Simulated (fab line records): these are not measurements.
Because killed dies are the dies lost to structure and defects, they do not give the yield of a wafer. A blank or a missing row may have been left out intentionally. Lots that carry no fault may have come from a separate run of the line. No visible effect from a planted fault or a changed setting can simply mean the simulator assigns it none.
Chamber matching || flow nand_harc || NHARC_P_M1_PRE_CLEAN_32 on pecvd-02: 3 sister chambers
The step time 12 s. 6 wafers are shown with their chamber, then 7 later ones without.

== WAFERS PAIRED WITH THEIR CHAMBERS ==
{"wafer": "L769.6", "chamber": 1, "heater_power_w (W)": 592}
{"wafer": "L771.3", "chamber": 1, "heater_power_w (W)": 629}
{"wafer": "L771.4", "chamber": 0, "heater_power_w (W)": 744}
{"wafer": "L771.5", "chamber": 2, "heater_power_w (W)": 638}
{"wafer": "L772.2", "chamber": 0, "heater_power_w (W)": 699}
{"wafer": "L772.4", "chamber": 2, "heater_power_w (W)": 566}

== WAFERS MISSING THEIR CHAMBER ==
{"wafer": "L772.6", "heater_power_w (W)": 684}
{"wafer": "L773.1", "heater_power_w (W)": 653}
{"wafer": "L773.3", "heater_power_w (W)": 653}
{"wafer": "L773.6", "heater_power_w (W)": 651}
{"wafer": "L774.1", "heater_power_w (W)": 588}
{"wafer": "L774.4", "heater_power_w (W)": 574}
{"wafer": "L774.5", "heater_power_w (W)": 649}

== WHICH CHAMBER EACH ONE RAN IN ==
{"wafer": "L772.6", "from the rows above": "can't be placed: 0 or 1 or 2", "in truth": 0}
{"wafer": "L773.1", "from the rows above": "can't be placed: 1 or 2 or 0", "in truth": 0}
{"wafer": "L773.3", "from the rows above": "can't be placed: 1 or 2 or 0", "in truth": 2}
{"wafer": "L773.6", "from the rows above": "can't be placed: 1 or 2 or 0", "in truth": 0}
{"wafer": "L774.1", "from the rows above": "can't be placed: 2 or 1", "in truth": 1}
{"wafer": "L774.4", "from the rows above": "can't be placed: 2 or 1", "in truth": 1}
{"wafer": "L774.5", "from the rows above": "can't be placed: 1 or 2 or 0", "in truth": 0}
0 of 7 placed correctly. Cannot be placed on the basis of these rows: 7; the candidates contain the true chamber in 7. Wrongly placed: 0.
How it was worked out, from the rows above alone: a wafer's distance from a chamber is the root of the sum, over the readings, of the square of ((its reading less the chamber's mean) divided by the reading's scatter). If the next closest chamber is less than 2 further off than the closest, the wafer can't be placed; otherwise it belongs to the closest. The mean given for a chamber averages the wafers shown for that chamber. The scatter is the square root of a quotient: the sum, over the shown wafers, of each reading's squared deviation from its chamber's mean, divided by wafers minus chambers.
